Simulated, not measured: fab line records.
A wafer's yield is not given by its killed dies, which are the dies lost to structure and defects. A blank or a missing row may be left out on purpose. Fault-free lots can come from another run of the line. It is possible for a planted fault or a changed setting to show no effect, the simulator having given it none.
Chamber matching ; flow n5Finfet ; 4 sister chambers for N5_HKMG_FIN_STRIP_93 on rieDiel-06
The step strips SOC in N2/H2, time 20 s. 4 wafers are shown with their chamber, then 8 later ones without.

== WAFERS WITH THEIR CHAMBER ==
wafer;chamber;throttleValvePct (%)
L079.3;0;18.3
L087.1;3;18.6
L087.5;1;18.8
L090.4;2;19.1

== WAFERS WITH NO CHAMBER GIVEN ==
wafer;throttleValvePct (%)
L090.5;18.8
L090.6;18.6
L093.1;17.9
L093.2;18.8
L093.6;19.1
L095.2;18.6
L095.3;17.9
L095.6;18.6

== THE CHAMBER EACH PASSED THROUGH ==
wafer;from the rows above;in truth
L090.5;can't be placed: 1 or 3 or 2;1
L090.6;can't be placed: 3 or 1 or 0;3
L093.1;can't be placed: 0 or 3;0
L093.2;can't be placed: 1 or 3 or 2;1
L093.6;can't be placed: 2 or 1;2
L095.2;can't be placed: 3 or 1 or 0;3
L095.3;can't be placed: 0 or 3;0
L095.6;can't be placed: 3 or 1 or 0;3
0 of 8 placed correctly. From these rows, 8 cannot be placed; in 8 the true chamber is one of the candidates. Wrongly placed: 0.
How it was worked out, from the rows above alone: a wafer's distance from a chamber is the root of the sum, over the readings, of the square of ((its reading less the chamber's mean) divided by the reading's scatter). The wafer belongs to the nearest chamber; if the next one is less than 2 further off, it can't be placed. Each chamber's mean is taken over the wafers shown for it. The scatter: root of mean squared gap, hidden wafer to nearest shown wafer, with one shown wafer a chamber.
